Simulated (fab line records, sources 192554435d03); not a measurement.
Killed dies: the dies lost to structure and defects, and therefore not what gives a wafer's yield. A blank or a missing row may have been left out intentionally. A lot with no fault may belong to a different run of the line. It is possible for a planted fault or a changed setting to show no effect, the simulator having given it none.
fab line records    flow n5-finfet
[record] lots = 4  wafers = 12  last-day = 19
route steps=1938 shown BEOL_M11@1536
lots that met no fault: taken from a fault-free run of the same line
start-h: hours from the record's first day to the start of the lot's first wafer shown    wait-h: how many hours have passed since the lot's step before this one    " same as the row above    L1.1+2: several wafers, shown together as one row    - no value present, or no start provided    * or withheld: withheld    < > ~ a bound
route shown NAME@n: a module of which the file shows steps, and the number in the route of the first    usual: mean/standard deviation of fault-free wafers    same: alike in all rows    chamber/n: place in a boat    sites: readings site by site    _std_site: how widely they spread, as a standard deviation    _edge_site: inner sites' mean taken away from outer sites' mean    radius-mm: for every site, how far away it sits from the centre of the wafer    mask NAME#n: copy n    behind: tool/chamber where the wafer was last shaped    hold: why the lot was held/for how many hours/how that ended    device: the n, p or np transistor that did not switch    end of line: tests of these same wafers at the route's end    step lacking rows: just its recipe    killed: dies lost to structure and defects at the first sort, not the wafer's yield    map: a wafer's dies, marking killed ones x, the rest . and places with no die _
set.NAME: the setting as run; set.NAME@STEP: as run at that earlier step    model.NAME: the simulator's own value behind a step, which no gauge read
certain route steps with their lots: each step a table, each wafer a row
services: the hour from which a tool's chamber was out of use, counted from the record's first day as start-h (under 0 if before that day), plus the number of hours and why
[[steps]]
[step N5_BEOL_M11_ILD_DEP_00]
[recipe] material = SiCOH_lowk  target-thk-a = 3085.1  temp-c = 300  precursor = DEMS/porogen  pressure-torr = 5  rf-w = 500  time-s = 58
[step N5_BEOL_M11_CURE_71]
[recipe] temp-c = 385  time-s = 240  ambient = He/Ar  material = SiCOH_lowk
[step N5_BEOL_M11_PECVD_70]
[recipe] material = SiO2  target-thk-a = 200  temp-c = 400  precursor = TEOS/O2  pressure-torr = 5.5  rf-w = 450  teos-flow-sccm = 53.8  gas = O2  flow-sccm = 3000  time-s = 22.7
[step N5_BEOL_M11_HM_DEP_02]
[recipe] material = TiN  target-thk-a = 200  temp-c = 25  chamber-pressure-pa = 0.49996
[step N5_BEOL_M11_COAT_59]
[recipe] resist = SOC  temp-c = 250  time-s = 60  spin-rpm = 1500  resist-thk-nm = 100
[step N5_BEOL_M11_COAT_60]
[recipe] resist = SiARC  temp-c = 220  time-s = 60  spin-rpm = 1500  resist-thk-nm = 30
[step N5_BEOL_M11_COAT_05]
[recipe] resist = CAR-ArF  spin-rpm = 1500  resist-thk-nm = 90
[step N5_BEOL_M11_EBR_07]
[recipe] solvent = PGMEA  ebr-width-mm = 1.5
[step N5_BEOL_M11_SOFTBAKE_06]
[recipe] temp-c = 110  time-s = 60  resist = CAR-ArF
[step N5_BEOL_M11_EXPOSE_08]
[recipe] mask-id = M11  na = 1.35  source-shape = dipole  sigma-inner = 0.411  sigma-outer = 0.611  polarization = te  dose-mj = 53.75
[usual] exposure-dose-mJ-cm2 = 53.69/0.048
[same] sigma-outer = 0.611
lot.wafer  tool             chamber  start-h  wait-h  mask   exposure-dose-mJ-cm2
L203.1     arfi-scanner-03  0        262.07   -       M11#0  53.70
L203.2     "                0        "        "       M11#0  53.70
L203.6     "                0        "        "       M11#0  53.69
L219.1     arfi-scanner-03  0        379.53   -       M11#0  52.11
L219.3     "                0        "        "       M11#0  52.03
L219.6     "                0        "        "       M11#0  52.08
L222.1     arfi-scanner-01  0        384.64   -       M11#0  53.65
L222.2     "                0        "        "       M11#0  53.67
L222.4     "                0        "        "       M11#0  53.70
L208.3     arfi-scanner-03  0        412.76   -       M11#0  52.64
L208.4     "                0        "        "       M11#0  52.64
L208.5     "                0        "        "       M11#0  52.61
[step N5_BEOL_M11_PEB_09]
[recipe] peb-temp-c = withheld  peb-time-s = 60  resist = CAR-ArF
[step N5_BEOL_M11_DEVELOP_10]
[recipe] develop-time-s = 30  developer = TMAH  resist = CAR-ArF  rinse-liquid = diw  dry = air-spin  dev-temp-c = 23
[step N5_BEOL_M11_CD_MEAS_11]
[recipe] target-cd-nm = 64.1  landing-energy-ev = 500  detector = se-inlens  polarity = opening
[usual] cd-nm = 64.1/0.5
lot.wafer  tool       chamber  start-h  wait-h  cd-nm
L203.1     cd-sem-03  0        262.20   -       63.2
L203.2     "          0        "        "       64.3
L203.6     "          0        "        "       63.9
L219.1     cd-sem-01  0        379.66   -       62.6
L219.3     "          0        "        "       62.7
L219.6     "          0        "        "       62.6
L222.1     cd-sem-01  0        384.77   -       64.9
L222.2     "          0        "        "       64.4
L222.4     "          0        "        "       63.7
L208.3     cd-sem-03  0        412.88   -       63.0
L208.4     "          0        "        "       62.4
L208.5     "          0        "        "       62.6
[step N5_BEOL_M11_DESCUM_16]
[recipe] chemistry = O2  time-s = 7.9  source-power-w = 50  bias-power-w = 20  pressure-mtorr = 20  rf-frequency-hz = 2.712e+07  temp-c = 40  resist = CAR-ArF  o2-flow-sccm = 225
[step N5_BEOL_M11_ETCH_61]
[recipe] chemistry = CF4  target = SiARC  target-depth-a = 390  mask-material = CAR-ArF  time-s = 65  ion-energy-ev = 80  pressure-mtorr = 40  source-w = 545  bias-w = 36  Ar_flow_sccm = 100  cf4-flow-sccm = 100  ends = cleared
[usual] chamber-pressure-mTorr = 40.00/0.036  drypump-motor-current-A = 6.0/0.52  etch-rf-on-time-s = 64.8/1.2  oes-product-au = 0.67/0.059  rf-vpp-V = 184.0/1  showerhead-plenum-p-Torr = 2.13/0.07  throttle-valve-pct = 15.75/0.19
lot.wafer  tool         chamber  start-h  wait-h  chamber-pressure-mTorr  drypump-motor-current-A  etch-rf-on-time-s  oes-product-au  rf-hours-counter-h  rf-vpp-V  showerhead-plenum-p-Torr  throttle-valve-pct  model.BEOL_M11.cd-offset-nm
L203.1     rie-diel-06  1        262.32   0.0     39.98                   5.2                      63.6               0.82            5                   184.9     2.18                      15.33               -1
L203.2     "            2        "        "       39.98                   6.4                      64.0               0.65            172                 182.9     2.06                      15.74               0
L203.6     "            0        "        "       39.94                   6.5                      64.3               0.59            -                   184.0     2.20                      16.03               -0.6
L219.1     rie-diel-03  0        379.83   0.0     40.05                   5.6                      65.1               0.59            248                 184.9     2.11                      16.01               -2
L219.3     "            1        "        "       40.02                   6.1                      64.0               0.61            203                 183.1     2.04                      15.39               -1.8
L219.6     "            0        "        "       39.96                   5.6                      65.8               0.59            -                   182.9     2.11                      16.00               -1.4
L222.1     rie-diel-01  2        385.00   0.0     40.01                   6.4                      64.0               0.70            78                  186.2     2.26                      15.87               0.6
L222.2     "            0        "        "       40.03                   6.6                      65.9               0.63            155                 182.0     2.06                      16.02               0
L222.4     "            1        "        "       39.98                   6.2                      65.9               0.60            206                 183.6     2.12                      15.73               0
L208.3     rie-diel-03  1        413.04   0.0     40.02                   6.1                      65.0               0.59            215                 181.6     2.03                      15.39               -1.2
L208.4     "            3        "        "       39.99                   5.4                      66.2               0.69            -                   183.3     2.15                      15.71               -1.4
L208.5     "            2        "        "       40.03                   5.0                      67.3               0.60            -                   185.1     2.21                      15.81               -1.4
[step N5_BEOL_M11_ETCH_62]
[recipe] chemistry = N2/H2  target = SOC  target-depth-a = 1100  overetch-a = 220  mask-material = SiARC  temp-c = 40  time-s = 165  ion-energy-ev = 200  pressure-mtorr = 30  source-w = 840  bias-w = 150  n2-flow-sccm = 200  h2-flow-sccm = 200
[step N5_BEOL_M11_STRIP_68]
[recipe] chemistry = N2/H2  temp-c = 40  n2-flow-sccm = 200  h2-flow-sccm = 200  rf-frequency-hz = 6e+07
[step N5_BEOL_M11_STRIP_67]
[recipe] chemistry = CF4  resist = SiARC  power-w = 300  bias-power-w = 75  pressure-mtorr = 50  cf4-flow-sccm = 150  rf-frequency-hz = 6e+07
[step N5_BEOL_M11_HM_OPEN_17]
[recipe] chemistry = Cl2/BCl3  target-depth-a = 200  overetch-a = 60  target = TiN  mask-material = SOC  ion-energy-ev = 150  pressure-mtorr = 10  icp-w = 1000  bias-w = 126  Cl2_flow_sccm = 53.25  bcl3-flow-sccm = 21.75  Ar_flow_sccm = 25
[usual] chamber-pressure-mTorr = 10.000/0.009  drypump-motor-current-A = 6.1/0.41  oes-product-au = 0.69/0.032  throttle-valve-pct = 22.10/0.066
lot.wafer  tool          chamber  start-h  wait-h  chamber-pressure-mTorr  drypump-motor-current-A  oes-product-au  rf-hours-counter-h  throttle-valve-pct  model.BEOL_M11.cd-offset-nm
L203.1     rie-metal-01  0        262.56   0.0     9.991                   6.0                      0.67            37                  22.03               -1.2
L203.2     "             1        "        "       10.002                  6.6                      0.66            50                  22.18               -0.2
L203.6     "             1        "        "       9.988                   6.5                      0.67            -                   22.19               -1
L219.1     rie-metal-02  1        380.07   0.0     10.009                  5.5                      0.70            23                  22.13               -1.8
L219.3     "             0        "        "       10.001                  6.5                      0.70            -                   22.02               -2
L219.6     "             0        "        "       10.004                  6.4                      0.72            -                   22.04               -1.4
L222.1     rie-metal-02  1        385.24   0.0     9.993                   5.6                      0.70            24                  22.13               0.6
L222.2     "             0        "        "       10.003                  6.4                      0.70            21                  22.03               0
L222.4     "             1        "        "       10.020                  5.5                      0.70            -                   22.12               -0.2
L208.3     rie-metal-02  1        413.31   0.1     9.990                   5.6                      0.69            -                   22.14               -1
L208.4     "             0        "        "       9.994                   6.4                      0.69            -                   22.06               -1.2
L208.5     "             0        "        "       9.996                   6.4                      0.68            -                   22.04               -1.2
[step N5_BEOL_M11_STRIP_19]
[recipe] chemistry = O2  power-w = 400  temp-c = 40  pressure-mtorr = 30  rf-frequency-hz = 6e+07  bias-power-w = 0  overash-fraction = 0.2  o2-flow-sccm = 225
[step N5_BEOL_M11_CD_MEAS_18]
[recipe] pitch-nm = 140  target-cd-nm = 70
[usual] cd-nm = 69.9/0.52
lot.wafer  tool       chamber  start-h  wait-h  cd-nm
L203.1     cd-sem-03  -        262.74   0.0     68.8
L203.2     "          -        "        "       69.6
L203.6     "          -        "        "       69.0
L219.1     cd-sem-01  -        380.26   0.0     68.0
L219.3     "          -        "        "       68.1
L219.6     "          -        "        "       68.1
L222.1     cd-sem-02  -        385.43   0.0     71.1
L222.2     "          -        "        "       69.7
L222.4     "          -        "        "       69.7
L208.3     cd-sem-03  -        413.47   0.1     69.3
L208.4     "          -        "        "       68.7
L208.5     "          -        "        "       69.0
[step N5_BEOL_M11_COAT_63]
[recipe] resist = SOC  temp-c = 250  time-s = 60  spin-rpm = 1500  resist-thk-nm = 100
[[services]]
tool             chamber  start-h  hours  kind
rie-diel-01      2        247.05   9.9    repair
arfi-scanner-03  0        270.78   -      calibration
arfi-scanner-03  -        274.78   1.3    pm
rie-metal-01     -        279.51   0.5    repair
arfi-scanner-01  -        281.02   1.3    pm
rie-diel-06      3        281.08   5.0    repair
arfi-scanner-01  -        283.52   0.8    pm
rie-diel-06      1        284.55   4.9    repair
rie-diel-03      -        293.56   16.0   repair
rie-metal-01     1        294.19   6.5    repair
arfi-scanner-01  -        305.08   1.0    pm
arfi-scanner-03  -        323.01   5.5    pm
arfi-scanner-03  -        329.41   1.0    pm
arfi-scanner-03  -        358.78   1.0    pm
arfi-scanner-01  -        370.04   3.1    pm
arfi-scanner-01  -        377.00   6.0    pm
arfi-scanner-03  -        383.68   0.8    pm
rie-diel-03      0        385.10   -      clean
rie-diel-03      0        385.10   -      consumable-replace:focus-ring
rie-diel-03      0        385.10   14.8   scheduled-down
arfi-scanner-03  -        395.37   3.1    pm
arfi-scanner-03  -        400.28   1.3    pm
rie-diel-03      -        403.77   0.4    repair
arfi-scanner-01  -        406.52   1.3    pm
[[key]]
[first-sign] step = N5_BEOL_M11_EXPOSE_08  reading = exposure-dose-mJ-cm2  direction = down  sigmas = 28  usual = 53.69  struck = 52.35
[effect] step = N5_BEOL_M11_CD_MEAS_11  reading = cd-nm  direction = down  sigmas = 2.8  usual = 64.1  struck = 62.6  through = control-loop
[effect] step = N5_BEOL_M11_CD_MEAS_18  reading = cd-nm  direction = down  sigmas = 2.6  usual = 69.9  struck = 68.5  through = control-loop
[model-effect] step = N5_BEOL_M11_ETCH_61  value = BEOL_M11.cd-offset-nm  without = -0.1333  struck = -1.533
[model-effect] step = N5_BEOL_M11_HM_OPEN_17  value = BEOL_M11.cd-offset-nm  without = -0.1  struck = -1.433
met-at N5_BEOL_M11_EXPOSE_08
struck-wafers L208.3,L208.4,L208.5,L219.1,L219.3,L219.6
[loop-trim] step = N5_BEOL_M11_EXPOSE_08  setting = dose  lots = L208
onset-between 262.07 379.53
[fault] kind = process-parameter-drift  tool = arfi-scanner-03  chamber = -  onset-h = 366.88  steps = N5_BEOL_M11_EXPOSE_08  channel = dose-mj  offset = -1.6445  shape = step  acts-in = these-recipes-only  stated = 53.75
// loop-trim: a control loop set the setting to another value than it would have without faults
